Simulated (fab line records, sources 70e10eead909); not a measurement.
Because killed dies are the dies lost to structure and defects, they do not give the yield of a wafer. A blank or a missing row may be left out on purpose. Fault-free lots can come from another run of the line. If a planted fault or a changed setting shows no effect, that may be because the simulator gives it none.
Chamber matching / flow nand_harc / NHARC_P_BONDPAD_STRIP_15 on rie_diel-06 has 4 sister chambers
The step strips in O2. 4 wafers are shown with their chamber, then 10 later ones without.

WAFERS WITH THEIR CHAMBER
wafer=L082.2; chamber=3; showerhead_plenum_p_Torr (Torr)=3.64
wafer=L082.3; chamber=2; showerhead_plenum_p_Torr (Torr)=3.69
wafer=L083.1; chamber=0; showerhead_plenum_p_Torr (Torr)=3.66
wafer=L083.4; chamber=1; showerhead_plenum_p_Torr (Torr)=3.37

WAFERS MISSING THEIR CHAMBER
wafer=L083.6; showerhead_plenum_p_Torr (Torr)=3.37
wafer=L090.1; showerhead_plenum_p_Torr (Torr)=3.66
wafer=L090.2; showerhead_plenum_p_Torr (Torr)=3.69
wafer=L090.4; showerhead_plenum_p_Torr (Torr)=3.37
wafer=L092.1; showerhead_plenum_p_Torr (Torr)=3.66
wafer=L092.3; showerhead_plenum_p_Torr (Torr)=3.64
wafer=L092.4; showerhead_plenum_p_Torr (Torr)=3.69
wafer=L097.1; showerhead_plenum_p_Torr (Torr)=3.68
wafer=L097.2; showerhead_plenum_p_Torr (Torr)=3.66
wafer=L097.4; showerhead_plenum_p_Torr (Torr)=3.37

WHICH CHAMBER EACH ONE RAN IN
wafer=L083.6; from the rows above=1; in truth=1
wafer=L090.1; from the rows above=0; in truth=0
wafer=L090.2; from the rows above=2; in truth=2
wafer=L090.4; from the rows above=1; in truth=1
wafer=L092.1; from the rows above=0; in truth=0
wafer=L092.3; from the rows above=3; in truth=3
wafer=L092.4; from the rows above=2; in truth=2
wafer=L097.1; from the rows above=2; in truth=2
wafer=L097.2; from the rows above=0; in truth=0
wafer=L097.4; from the rows above=1; in truth=1
Correct placement for 10 of the 10. Can't be placed from these rows: 0. 0 placed wrongly.
How it was worked out, from the rows above alone: a wafer's distance from a chamber is the root of the sum, over the readings, of the square of ((its reading less the chamber's mean) divided by the reading's scatter). The wafer belongs to the nearest chamber; if the next one is less than 2 further off, it can't be placed. For every chamber, the mean is computed from those of its wafers that are shown. The scatter: with one shown wafer a chamber, the root of the mean of the squares of how far each hidden wafer lies from its nearest shown one.
